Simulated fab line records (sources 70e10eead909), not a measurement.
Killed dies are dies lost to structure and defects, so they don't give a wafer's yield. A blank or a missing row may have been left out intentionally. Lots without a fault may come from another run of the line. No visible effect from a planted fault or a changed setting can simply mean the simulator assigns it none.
Chamber matching || flow nandHarc || 4 sister chambers for NHARC_P_GATE_DESCUM_61 on rieDiel-08
The step chemistry O2, time 3 s. 4 wafers are shown with their chamber, then 12 later ones without.

== WAFERS PAIRED WITH THEIR CHAMBERS ==
{"wafer": "L088.4", "chamber": 1, "drypumpMotorCurrentA (A)": 6.3}
{"wafer": "L089.6", "chamber": 2, "drypumpMotorCurrentA (A)": 5.2}
{"wafer": "L091.5", "chamber": 0, "drypumpMotorCurrentA (A)": 5.1}
{"wafer": "L091.6", "chamber": 3, "drypumpMotorCurrentA (A)": 5.4}

== WAFERS WITH NO CHAMBER GIVEN ==
{"wafer": "L093.1", "drypumpMotorCurrentA (A)": 5.1}
{"wafer": "L093.3", "drypumpMotorCurrentA (A)": 6.4}
{"wafer": "L093.6", "drypumpMotorCurrentA (A)": 6.4}
{"wafer": "L094.2", "drypumpMotorCurrentA (A)": 5.4}
{"wafer": "L094.4", "drypumpMotorCurrentA (A)": 6.3}
{"wafer": "L094.6", "drypumpMotorCurrentA (A)": 5.1}
{"wafer": "L095.2", "drypumpMotorCurrentA (A)": 5.2}
{"wafer": "L095.3", "drypumpMotorCurrentA (A)": 6.3}
{"wafer": "L095.5", "drypumpMotorCurrentA (A)": 5.2}
{"wafer": "L097.2", "drypumpMotorCurrentA (A)": 5.1}
{"wafer": "L097.4", "drypumpMotorCurrentA (A)": 5.3}
{"wafer": "L097.6", "drypumpMotorCurrentA (A)": 6.4}

== WHICH CHAMBER EACH ONE RAN IN ==
{"wafer": "L093.1", "from the rows above": "can't be placed: 0 or 2", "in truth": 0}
{"wafer": "L093.3", "from the rows above": 1, "in truth": 1}
{"wafer": "L093.6", "from the rows above": 1, "in truth": 1}
{"wafer": "L094.2", "from the rows above": 3, "in truth": 3}
{"wafer": "L094.4", "from the rows above": 1, "in truth": 1}
{"wafer": "L094.6", "from the rows above": "can't be placed: 0 or 2", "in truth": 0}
{"wafer": "L095.2", "from the rows above": "can't be placed: 2 or 0", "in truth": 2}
{"wafer": "L095.3", "from the rows above": 1, "in truth": 1}
{"wafer": "L095.5", "from the rows above": "can't be placed: 2 or 0", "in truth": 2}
{"wafer": "L097.2", "from the rows above": "can't be placed: 0 or 2", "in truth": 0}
{"wafer": "L097.4", "from the rows above": "can't be placed: 2 or 3 or 0", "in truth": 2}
{"wafer": "L097.6", "from the rows above": 1, "in truth": 1}
Correctly placed: 6 of 12. Unplaceable from these rows: 6, with the true chamber sitting among the candidates in 6. Wrongly placed: 0.
How it was worked out, from the rows above alone: a wafer's distance from a chamber is the root of the sum, over the readings, of the square of ((its reading less the chamber's mean) divided by the reading's scatter). The wafer belongs to the nearest chamber; if the next one is less than 2 further off, it can't be placed. A chamber's mean is the mean of its shown wafers. The scatter: with one shown wafer a chamber, the root of the mean of the squares of how far each hidden wafer lies from its nearest shown one.
